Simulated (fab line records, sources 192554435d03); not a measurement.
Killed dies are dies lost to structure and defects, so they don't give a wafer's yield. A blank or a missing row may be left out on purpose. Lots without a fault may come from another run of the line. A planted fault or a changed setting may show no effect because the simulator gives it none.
Chamber matching | flow n5_finfet | N5_BEOL_M13_ETCH_68 on rie_diel-05: 4 sister chambers
The step etches SOC in N2/H2, time 355 s. 4 wafers are shown with their chamber, then 7 later ones without.

WAFERS WITH THEIR CHAMBER
wafer  | chamber | drypump_motor_current_A (A)
L082.1 | 2       | 6.0
L085.6 | 0       | 6.2
L086.1 | 3       | 5.6
L086.2 | 1       | 5.2

WAFERS WITHOUT THEIR CHAMBER
wafer  | drypump_motor_current_A (A)
L086.3 | 6.1
L086.4 | 5.2
L086.5 | 5.6
L086.6 | 6.2
L091.1 | 6.2
L091.4 | 5.2
L091.6 | 6.0

WHICH CHAMBER EACH WENT THROUGH
wafer  | from the rows above     | in truth
L086.3 | can't be placed: 2 or 0 | 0
L086.4 | 1                       | 1
L086.5 | 3                       | 3
L086.6 | 0                       | 0
L091.1 | 0                       | 0
L091.4 | 1                       | 1
L091.6 | 2                       | 2
Placed correctly: 6 of 7. Can't be placed from these rows: 1 (the true chamber is among the candidates in 1). Placed wrongly: 0.
How it was worked out, from the rows above alone: a wafer's distance from a chamber is the root of the sum, over the readings, of the square of ((its reading less the chamber's mean) divided by the reading's scatter). The wafer belongs to the nearest chamber; if the next one is less than 2 further off, it can't be placed. A chamber's mean is the mean of its shown wafers. The scatter: with one shown wafer a chamber, the root of the mean of the squares of how far each hidden wafer lies from its nearest shown one.
